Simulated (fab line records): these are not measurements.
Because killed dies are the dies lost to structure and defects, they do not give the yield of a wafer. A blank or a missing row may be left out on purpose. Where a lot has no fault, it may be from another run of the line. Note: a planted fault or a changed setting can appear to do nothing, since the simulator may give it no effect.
Chamber matching    flow n5 finfet    N5_MOL_CONTACT_COAG_CMP_52 on cmp-03 has 4 sister chambers
The step polishes, stops on SiO2, t overpolish 1.5 s, target thk 66.5 nm. 18 wafers are shown with their chamber, then 9 later ones without.

== WAFERS PAIRED WITH THEIR CHAMBERS ==
wafer   chamber  motor current A (A)  time to endpoint s (s)  overpolish run s (s)
L074.1  3        14.2                 14.6                    1.491
L074.3  1        13.3                 16.7                    1.506
L074.6  2        12.4                 10.5                    1.504
L074.2  0        9.8                  11.3                    1.498
L074.4  2        13.2                 11.2                    1.488
L074.5  1        12.5                 15.0                    1.513
L081.2  0        11.3                 10.6                    1.511
L081.3  1        12.7                 15.2                    1.500
L081.4  3        12.5                 12.7                    1.496
L083.2  1        12.2                 16.3                    1.514
L083.4  0        11.3                 14.4                    1.498
L083.5  2        13.1                 11.1                    1.489
L083.1  2        12.1                 13.0                    1.506
L083.3  3        13.7                 13.3                    1.504
L083.6  1        12.6                 17.3                    1.495
L085.4  1        12.6                 15.4                    1.489
L085.5  1        12.6                 12.6                    1.496
L085.6  2        13.3                 11.8                    1.521

SIGNATURES, as means of the wafers listed above
reading             chamber 0  chamber 1  chamber 2  chamber 3  scatter within a chamber
motor current A     10.800     12.643     12.820     13.467     0.587
time to endpoint s  12.100     15.500     11.520     13.533     1.41
overpolish run s    1.50233    1.50186    1.50160    1.49700    0.0103
Rule: a wafer's distance from a chamber is the root of the sum, over the readings, of the square of ((its reading less the chamber's mean) divided by the reading's scatter). If the next closest chamber is less than 2 further off than the closest, the wafer can't be placed; otherwise it belongs to the closest. How the scatter is found: for the shown wafers, subtract from each reading the mean of its chamber, square and add these, divide the total by (wafers less chambers), then take the root.

== WAFERS WITH NO CHAMBER GIVEN ==
wafer   motor current A (A)  time to endpoint s (s)  overpolish run s (s)
L089.1  13.2                 13.5                    1.500
L089.3  10.6                 12.9                    1.519
L089.5  11.3                 14.0                    1.500
L093.1  11.4                 13.7                    1.502
L093.3  13.5                 12.6                    1.493
L093.4  12.2                 12.8                    1.510
L093.2  12.9                 15.6                    1.502
L093.5  13.5                 12.8                    1.495
L093.6  11.5                 13.4                    1.494

== THE CHAMBER EACH PASSED THROUGH ==
wafer   from the rows above                in truth
L089.1  can't be placed: 3 or 2 or 1       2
L089.3  0                                  0
L089.5  can't be placed: 0 or 1 or 2       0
L093.1  can't be placed: 0 or 1 or 2       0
L093.3  can't be placed: 3 or 2 or 1       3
L093.4  can't be placed: 2 or 1 or 0 or 3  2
L093.2  can't be placed: 1 or 3            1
L093.5  can't be placed: 3 or 2 or 1       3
L093.6  can't be placed: 0 or 1 or 2 or 3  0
1 of 9 placed correctly. These rows do not allow placing 8 (true chamber among the candidates in 8). Number placed wrongly: 0.
